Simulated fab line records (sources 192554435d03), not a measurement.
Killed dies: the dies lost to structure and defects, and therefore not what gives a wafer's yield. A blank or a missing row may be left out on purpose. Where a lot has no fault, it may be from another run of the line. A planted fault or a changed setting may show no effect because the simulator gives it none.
Which tool did it?    flow n5Finfet    14 lots with 42 wafers sampled at 3 steps, on a route of 1938 steps

WHAT THE GAUGES READ, wafer by wafer
N5_WELL_APT_CD_MEAS_25 targets a cd of 200 nm. Usual: cdNm 199.9 nm, standard deviation 2.3.
lot   measured     on        cdNm (nm)          flag
L195  day 1 15:12  cdSem-01  200.4 200.3 202.6  
L196  day 1 20:41  cdSem-02  199.0 196.3 200.7  
L198  day 2 08:56  cdSem-03  - - -              OFF
L199  day 2 14:43  cdSem-02  - - -              OFF
L205  day 4 03:07  cdSem-01  201.2 196.0 203.5  
L206  day 4 08:58  cdSem-03  198.9 201.0 200.9  
L208  day 4 20:43  cdSem-03  199.5 198.7 201.4  
L210  day 5 08:59  cdSem-01  199.0 193.9 201.0  
L211  day 5 14:41  cdSem-03  197.3 202.2 196.6  
L212  day 5 21:05  cdSem-03  196.5 197.3 200.0  
L215  day 6 15:14  cdSem-02  201.6 202.7 203.0  
L216  day 6 21:14  cdSem-02  204.3 202.1 202.0  
L217  day 7 02:43  cdSem-01  203.1 201.6 198.9  
L218  day 7 09:11  cdSem-03  199.3 198.5 201.4  

N5_FIN_SAQP_CD_MEAS_16 targets a cd of 35.6 nm. Usual: cdNm 35.66 nm, standard deviation 0.3.
lot   measured     on        cdNm (nm)          flag
L195  day 1 22:07  cdSem-01  35.69 35.61 35.45  
L196  day 2 03:27  cdSem-03  36.24 35.71 36.50  
L205  day 4 09:59  cdSem-03  35.21 35.35 35.34  
L206  day 4 15:59  cdSem-03  35.48 36.14 36.02  
L208  day 5 03:48  cdSem-02  35.74 35.74 35.06  
L210  day 5 16:08  cdSem-03  35.67 35.39 35.77  
L211  day 5 21:14  cdSem-01  35.46 35.72 35.76  
L212  day 6 04:05  cdSem-01  35.95 35.97 35.77  
L215  day 6 22:16  cdSem-03  35.63 35.87 35.44  
L216  day 7 04:03  cdSem-01  35.20 35.54 35.96  
L217  day 7 09:15  cdSem-02  35.27 35.48 35.89  
L218  day 7 15:56  cdSem-03  35.69 35.50 35.61  

EACH LOT AND THE TOOL THAT RAN IT (in order: tool; ch and the chambers of the sampled wafers; start)
lot   N5_WELL_APT_DEVELOP_24
L195  lithoTrack-05 ch 0, day 1 15:05
L196  lithoTrack-05 ch 0, day 1 20:35
L198  lithoTrack-05, day 2 08:49
L199  lithoTrack-05, day 2 14:36
L205  lithoTrack-05 ch 0, day 4 03:00
L206  lithoTrack-05 ch 0, day 4 08:52
L208  lithoTrack-05 ch 0, day 4 20:37
L210  lithoTrack-05 ch 0, day 5 08:52
L211  lithoTrack-04 ch 0, day 5 14:34
L212  lithoTrack-04 ch 0, day 5 20:58
L215  lithoTrack-03 ch 0, day 6 15:07
L216  lithoTrack-03 ch 0, day 6 21:08
L217  lithoTrack-05 ch 0, day 7 02:37
L218  lithoTrack-05 ch 0, day 7 09:04
- N5_WELL_APT_DEVELOP_24: develop time 45 s.

WHAT THE TOOLS THEMSELVES READ (means of the sampled wafers that have a number; where no wafer has one, the mark that the record gives instead)
N5_WELL_APT_DEVELOP_24. Usual: chillPlateTempC 23.01 C, standard deviation 0.1; developerTempC 21.04 C, standard deviation 0.095.
lot   tool           chillPlateTempC (C)  developerTempC (C)  flag
L195  lithoTrack-05  22.96                21.12               
L196  lithoTrack-05  22.94                21.10               
L198  lithoTrack-05  -                    -                   OFF
L199  lithoTrack-05  -                    -                   OFF
L205  lithoTrack-05  23.07                20.98               
L206  lithoTrack-05  23.04                20.97               
L208  lithoTrack-05  23.00                21.12               
L210  lithoTrack-05  23.03                21.03               
L211  lithoTrack-04  22.98                21.15               
L212  lithoTrack-04  22.85                21.15               
L215  lithoTrack-03  22.97                21.01               
L216  lithoTrack-03  23.04                20.95               
L217  lithoTrack-05  22.97                20.97               
L218  lithoTrack-05  23.06                21.01               

THE ANSWER, worked out from the rows above alone
Rule: lot off if the mean of its wafers having a number is beyond 3 standard deviations from the usual mean. Also off: a lot with no number at a reading for which 4 or more lots have one. Any other lot the step has rows for is counted as sound. The gauges are gone through in route order, then the tools' own readings, and for those a lot's mean is taken as printed above. At the first step where some lot is off, the reading lying furthest off is the one used; lots without a number count as furthest.
Off: L198, L199 (N5_WELL_APT_CD_MEAS_25, cdNm). Without a number there: L198, L199.
If a tool, at a process step before that reading, ran all the lots that are off and no sound lot after the first of them, it fits. The gauges at N5_WELL_APT_CD_MEAS_25 aren't tried: what is off there is off at N5_WELL_APT_DEVELOP_24 too, on other tools, and a gauge's error can't cause that. No candidate that was tried fits.

WHAT THE SIMULATOR HAD PUT IN
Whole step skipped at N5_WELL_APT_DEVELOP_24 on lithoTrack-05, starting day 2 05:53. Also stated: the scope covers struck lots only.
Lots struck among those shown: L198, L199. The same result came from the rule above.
